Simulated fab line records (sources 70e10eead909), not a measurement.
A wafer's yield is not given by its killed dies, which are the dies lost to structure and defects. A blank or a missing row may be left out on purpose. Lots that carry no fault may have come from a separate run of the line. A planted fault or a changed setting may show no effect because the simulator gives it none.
Problem report in the 8D (eight disciplines) form, filled by code / flow nandHarc / the parts of the form that need people (team, actions taken, sign-off) are left out

1. PROBLEM STATEMENT
oesProductAu at NHARC_A_CHANNEL_FILL_D1_ETCHBACK_19 reads a mean of 0.722 a.u. on 2 wafers of 2 lots; wafers without a fault read 0.995 a.u. with a standard deviation of 0.017. That is -16 standard deviations from the usual mean.
The step: etches the open film in HBr/Cl2, target depth 5 nm, time 1.7 s.
First seen on wafer L835.1, day 13 09:02, on rieSi-03. Wafers with a number at this step in the record: 42, from 14 lots. Rule for "out", or "out of limits": more than 4 standard deviations from the usual mean. All remaining wafers that have a number are taken as sound.

2. WHAT IT IS AND WHAT IT IS NOT
question=which readings at this step | is=oesProductAu | is not=drypumpMotorCurrentA, hbrFlowSccm, mfcCl2Sccm, rfFwdPowerW, throttleValvePct
question=which lots | is=L835, L840 | is not=L824, L825, L826, L827, L828, L829, L830, L831, L834, L841, L842, L845
question=which wafers of those lots | is=L835.1, L840.1 | is not=L835.3, L835.6, L840.3, L840.6
question=read on which tools | is=rieSi-03 | is not=rieSi-04, rieSi-06
question=when | is=from day 13 09:02 | is not=up to then (29 sound wafers); but 11 sound wafers of L840, L841, L842, L845 came after

3. SUSPECTS, AND WHAT RULES EACH OUT
Counting: a tool at a process step up to the reading stays a suspect if it ran every lot that is out. Sound lots after the first of them don't rule it out here, since some wafers of a struck lot are sound.
- aldHk-03 at NHARC_A_CHANNEL_FILL_D1_ALD_02 (deposits SiO2, target thk 6 nm, pulse time 10 s, ald cycles 60): kept. It ran every lot that is out, first L835 (day 12 07:32); its last sound lot up to then is L829 (day 10 02:59).
- rieSi-03 at NHARC_A_CHANNEL_FILL_D1_ETCHBACK_19 (etches the open film in HBr/Cl2, target depth 5 nm, time 1.7 s): kept. It ran every lot that is out, first L835 (day 13 09:02); its last sound lot up to then is L831 (day 11 18:52). Its own readings are out on those wafers: oesProductAu.
Left after counting: aldHk-03 at NHARC_A_CHANNEL_FILL_D1_ALD_02, rieSi-03 at NHARC_A_CHANNEL_FILL_D1_ETCHBACK_19.

4. THE CAUSE (what the simulator had put in)
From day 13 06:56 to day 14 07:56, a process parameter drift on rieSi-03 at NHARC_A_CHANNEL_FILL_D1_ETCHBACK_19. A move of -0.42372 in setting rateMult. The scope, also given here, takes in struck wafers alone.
Of the 2 suspects that counting leaves, this tool is one.

5. SEQUENCE OF EFFECTS, ordered by route
Each row: a reading whose mean over the struck wafers that have a number lies more than 3 standard deviations from the usual. Readings are gone through only where the record gives a usual standard deviation; hours: the median, over the lots, of the time from a lot's start at the first step in this table giving one to that lot's start at this step; sigmas: the change measured in usual standard deviations.
hours=0; step=NHARC_A_CHANNEL_FILL_D1_ETCHBACK_19; reading=oesProductAu; usual=0.995 a.u.; on struck wafers=0.722; change=-0.273; sigmas=-16
Process steps it contains:
- NHARC_A_CHANNEL_FILL_D1_ETCHBACK_19: etches the open film in HBr/Cl2, target depth 5 nm, time 1.7 s.

6. HOW IT WOULD HAVE BEEN CAUGHT EARLIER
2 hours passed between the start of the fault at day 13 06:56 and the first reading out of limits in this record, taken at day 13 09:02.
